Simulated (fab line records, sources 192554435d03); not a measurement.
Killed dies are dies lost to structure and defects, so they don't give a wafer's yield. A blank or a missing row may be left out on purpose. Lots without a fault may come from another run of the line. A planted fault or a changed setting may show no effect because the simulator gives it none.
Which tool did it? | flow n5_finfet | 6 lots, 18 wafers sampled, at 4 steps of a route of 1938

WHAT THE GAUGES READ, wafer by wafer
N5_BEOL_M6_OVL_MEAS_12.
lot  | measured     | on         | M6_OVL (nm)
L503 | day 10 05:47 | overlay-01 | -0.5 -0.9 -0.6
L506 | day 11 15:50 | overlay-02 | 0.0 1.4 0.9
L509 | day 11 21:11 | overlay-01 | 1.1 1.0 0.2
L511 | day 12 04:17 | overlay-02 | 0.9 0.8 0.3
L522 | day 14 22:13 | overlay-01 | 13.1 13.0 12.7
L524 | day 16 01:19 | overlay-01 | -1.1 -0.5 -0.7

WHICH TOOL RAN EACH LOT (tool, then ch and the chambers of the sampled wafers, then the start)
lot  | N5_BEOL_M5_ANNEAL_89         | N5_BEOL_M5_ANNEAL_51             | N5_BEOL_M6_EXPOSE_08
L503 | pvd_sputter-01, day 10 01:17 | rtp_anneal-01 ch 0, day 10 02:58 | arfi_scanner-01 ch 0, day 10 05:38
L506 | pvd_sputter-02, day 11 11:07 | rtp_anneal-02 ch 0, day 11 12:19 | arfi_scanner-01 ch 0, day 11 15:40
L509 | pvd_sputter-02, day 11 16:29 | rtp_anneal-02 ch 0, day 11 17:41 | arfi_scanner-01 ch 0, day 11 21:01
L511 | pvd_sputter-02, day 11 23:09 | rtp_anneal-01 ch 0, day 12 00:52 | arfi_scanner-03 ch 0, day 12 04:08
L522 | pvd_sputter-03, day 14 17:18 | rtp_anneal-01 ch 0, day 14 18:49 | arfi_scanner-03 ch 0, day 14 22:04
L524 | pvd_sputter-01, day 15 21:13 | rtp_anneal-02 ch 0, day 15 22:25 | arfi_scanner-01 ch 0, day 16 01:10
- N5_BEOL_M5_ANNEAL_89: time 1800 s.
- N5_BEOL_M5_ANNEAL_51: time 90 s.
- N5_BEOL_M6_EXPOSE_08: exposes mask M6.

THE ANSWER, worked out from the rows above alone
Rule: what is usual is taken from the lots themselves. Put in order of their means at a reading, lots are off if they are a third of the lots or fewer, leave a main group of 4 or more, and stand apart from it by a gap of 3 or more times the standard deviation of the main group's means; of several such gaps the widest counts. A main group whose means are all the same, to the digits that the tables above print for the reading, isn't used. A lot without any number at a reading at which 4 lots or more have one is off too. The other lots that the step has rows for count as sound.
Off: L522, at N5_BEOL_M6_OVL_MEAS_12 (M6_OVL). The main group: mean 0.2 nm, standard deviation 0.71.
A tool fits if, at a process step before that reading, it ran every lot that is off, and no sound lot after the first of them. The gauges at N5_BEOL_M6_OVL_MEAS_12 are tried like those tools. Can't be told from this: 3 tools fit, pvd_sputter-03 at N5_BEOL_M5_ANNEAL_89, rtp_anneal-01 at N5_BEOL_M5_ANNEAL_51, arfi_scanner-03 at N5_BEOL_M6_EXPOSE_08.

WHAT THE SIMULATOR HAD PUT IN
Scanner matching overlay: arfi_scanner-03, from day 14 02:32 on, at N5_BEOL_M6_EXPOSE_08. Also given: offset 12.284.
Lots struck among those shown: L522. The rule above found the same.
